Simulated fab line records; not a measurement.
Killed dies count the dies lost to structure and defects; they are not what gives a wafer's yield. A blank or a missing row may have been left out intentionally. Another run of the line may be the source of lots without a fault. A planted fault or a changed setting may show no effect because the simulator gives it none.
Which tool is to blame? | flow n5Finfet | 9 lots with 27 wafers sampled at 3 steps, on a route of 1938 steps

== WHAT THE GAUGES SHOWED, per wafer ==
N5_STI_FIN_REVEAL_FIN_H_MEAS_10.
lot  | measured    | on     | trenchDepthNm (nm)
L547 | day 2 12:56 | ocd-01 | 51.6 51.6 51.9
L551 | day 3 13:57 | ocd-01 | 51.9 53.5 52.5
L558 | day 5 14:49 | ocd-02 | 51.4 53.1 52.7
L561 | day 6 03:35 | ocd-01 | 52.0 51.2 44.2
L564 | day 6 18:25 | ocd-01 | 50.5 53.5 51.4
L566 | day 7 08:39 | ocd-02 | 53.4 53.0 52.8
L568 | day 7 20:47 | ocd-02 | 51.3 51.9 53.3
L569 | day 8 04:16 | ocd-02 | 52.4 53.9 53.3
L570 | day 8 10:11 | ocd-01 | 52.7 52.5 53.1

== WHICH TOOL RAN EACH LOT (tool, then ch and the chambers of the sampled wafers, then the start) ==
lot  | N5_STI_FIN_REVEAL_ALD_14        | N5_STI_FIN_REVEAL_ETCHBACK_08
L547 | aldSin-02 ch 0,1,3, day 2 04:20 | rieDiel-01 ch 1,3, day 2 09:55
L551 | aldSin-04 ch 0,1,3, day 3 05:14 | rieDiel-01 ch 0,1,2, day 3 10:53
L558 | aldSin-01 ch 0,1, day 5 06:09   | rieDiel-05 ch 0,1,2, day 5 11:50
L561 | aldSin-02 ch 1,3, day 5 17:32   | rieDiel-01 ch 1,2,3, day 5 23:54
L564 | aldSin-04 ch 0,1,3, day 6 09:47 | rieDiel-05 ch 0,3, day 6 15:22
L566 | aldSin-01 ch 0,2, day 6 23:50   | rieDiel-03 ch 0,1,3, day 7 05:41
L568 | aldSin-02 ch 0,1, day 7 12:07   | rieDiel-05 ch 0,2,3, day 7 17:50
L569 | aldSin-01 ch 0,2,3, day 7 19:41 | rieDiel-05 ch 0,1,2, day 8 01:16
L570 | aldSin-04 ch 0,3, day 8 01:34   | rieDiel-03 ch 0,2,3, day 8 07:14
- N5_STI_FIN_REVEAL_ALD_14: deposits Si3N4, target thk 3 nm.
- N5_STI_FIN_REVEAL_ETCHBACK_08: etches SiO2 in C4F6/O2, target depth 30.5 nm, time 10.167 s.

== THE ANSWER, worked out from the rows above alone ==
Rule: usual is defined by the lots themselves. The widest of any qualifying gaps counts: lots, ordered by their means at a reading, are off when they make up no more than a third of the lots, leave a main group of 4 or more, and stand apart from it by 3 or more times the standard deviation of that group's means. The tables above print the reading to a certain number of digits; a main group whose means all agree to those digits is not used. A lot without any number at a reading at which 4 lots or more have one is off too. The other lots that the step has rows for count as sound.
Off: L561 (N5_STI_FIN_REVEAL_FIN_H_MEAS_10, trenchDepthNm). The main group has a mean of 52.5 nm with a standard deviation of 0.52.
A tool fits if, at a process step before that reading, it ran every lot that is off, and no sound lot after the first of them. Those tools and the gauges at N5_STI_FIN_REVEAL_FIN_H_MEAS_10 are tried in the same way. One fits: rieDiel-01 at N5_STI_FIN_REVEAL_ETCHBACK_08. A fault onset in the window from L551 (day 3 10:53, its last sound lot) to L561 (day 5 23:54, its first lot off) fits.

== WHAT HAD BEEN PUT IN BY THE SIMULATOR ==
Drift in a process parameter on rieDiel-01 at N5_STI_FIN_REVEAL_ETCHBACK_08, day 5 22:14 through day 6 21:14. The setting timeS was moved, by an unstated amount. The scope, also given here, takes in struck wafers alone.
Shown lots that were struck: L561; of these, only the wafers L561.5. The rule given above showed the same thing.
